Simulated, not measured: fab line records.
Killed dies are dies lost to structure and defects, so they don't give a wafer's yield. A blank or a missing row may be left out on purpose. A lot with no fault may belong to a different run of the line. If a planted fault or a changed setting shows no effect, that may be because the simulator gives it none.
What tool caused it? | flow n5-finfet | 26 wafers from 9 lots sampled at 4 of the route's 1938 steps

WHAT THE GAUGES READ, wafer by wafer
N5_MOL_CONTACT_COAG_CD_MEAS_40 targets a cd of 25.1 nm.
lot  | measured     | on        | cd-nm (nm)
L627 | day 5 02:51  | cd-sem-01 | 25.01 25.46 25.33
L631 | day 6 04:38  | cd-sem-01 | 25.43 25.29 25.47
L633 | day 6 18:06  | cd-sem-03 | 25.23 25.62 25.34
L636 | day 7 08:31  | cd-sem-02 | 24.67 24.88
L637 | day 7 11:54  | cd-sem-02 | 26.39 26.49 26.25
L638 | day 7 20:53  | cd-sem-02 | 26.10 26.16 26.36
L641 | day 8 18:53  | cd-sem-01 | 26.13 26.13 26.14
L644 | day 9 10:42  | cd-sem-03 | 25.13 25.28 24.88
L650 | day 10 23:13 | cd-sem-01 | 25.18 25.32 25.21

WHAT TOOL EACH LOT RAN ON (gives the tool, then ch and the chambers of the sampled wafers, and finally the start)
lot  | N5_MOL_CONTACT_COAG_ALD_27       | N5_MOL_CONTACT_COAG_STRIP_96      | N5_MOL_CONTACT_COAG_EXPOSE_37
L627 | ald-sin-04 ch 0,3, day 4 22:02   | rie-diel-01 ch 0,1,3, day 5 02:16 | euv-scanner-02 ch 0, day 5 02:44
L631 | ald-sin-02 ch 0,1,3, day 6 00:29 | rie-diel-03 ch 1,2, day 6 03:55   | euv-scanner-02 ch 0, day 6 04:29
L633 | ald-sin-04 ch 1,2,3, day 6 13:25 | rie-diel-03 ch 1,2,3, day 6 17:31 | euv-scanner-01 ch 0, day 6 17:58
L636 | ald-sin-03 ch 0,1, day 7 04:13   | rie-diel-01 ch 1,2, day 7 07:57   | euv-scanner-02 ch 0, day 7 08:24
L637 | ald-sin-04 ch 0,1,2, day 7 07:41 | rie-diel-05 ch 0,2, day 7 11:19   | euv-scanner-02 ch 0, day 7 11:46
L638 | ald-sin-04 ch 1,3, day 7 16:41   | rie-diel-05 ch 0,2,3, day 7 20:16 | euv-scanner-02 ch 0, day 7 20:44
L641 | ald-sin-04 ch 0,1,3, day 8 14:23 | rie-diel-01 ch 0,1,3, day 8 18:10 | euv-scanner-02 ch 0, day 8 18:44
L644 | ald-sin-03 ch 0,3, day 9 06:28   | rie-diel-01 ch 1,3, day 9 09:59   | euv-scanner-01 ch 0, day 9 10:34
L650 | ald-sin-02 ch 1,3, day 10 18:56  | rie-diel-01 ch 1,3, day 10 22:30  | euv-scanner-01 ch 0, day 10 23:05
- N5_MOL_CONTACT_COAG_ALD_27: deposits SiOC, target thk 17 nm, pulse time 1.5 s, time 2720 s.
- N5_MOL_CONTACT_COAG_STRIP_96: strips in N2/H2.
- N5_MOL_CONTACT_COAG_EXPOSE_37: exposes mask VD, defocus 0 nm.

THE ANSWER, worked out from the rows above alone
Rule: the lots themselves supply what counts as usual. The widest of any qualifying gaps counts: lots, ordered by their means at a reading, are off when they make up no more than a third of the lots, leave a main group of 4 or more, and stand apart from it by 3 or more times the standard deviation of that group's means. The tables above print the reading to a certain number of digits; a main group whose means all agree to those digits is not used. Also off: a lot with no number at a reading for which 4 or more lots have one. All remaining lots with rows at the step are treated as sound.
Off, at N5_MOL_CONTACT_COAG_CD_MEAS_40 on cd-nm: L637, L638, L641. For the main group the mean is 25.19 nm and the standard deviation 0.21.
A tool fits if, at a process step before that reading, it ran every lot that is off, and no sound lot after the first of them. Those tools and the gauges at N5_MOL_CONTACT_COAG_CD_MEAS_40 are tried in the same way. 2 tools fit, ald-sin-04 at N5_MOL_CONTACT_COAG_ALD_27 and euv-scanner-02 at N5_MOL_CONTACT_COAG_EXPOSE_37, so this cannot tell which one it is.

WHAT HAD BEEN PUT IN BY THE SIMULATOR
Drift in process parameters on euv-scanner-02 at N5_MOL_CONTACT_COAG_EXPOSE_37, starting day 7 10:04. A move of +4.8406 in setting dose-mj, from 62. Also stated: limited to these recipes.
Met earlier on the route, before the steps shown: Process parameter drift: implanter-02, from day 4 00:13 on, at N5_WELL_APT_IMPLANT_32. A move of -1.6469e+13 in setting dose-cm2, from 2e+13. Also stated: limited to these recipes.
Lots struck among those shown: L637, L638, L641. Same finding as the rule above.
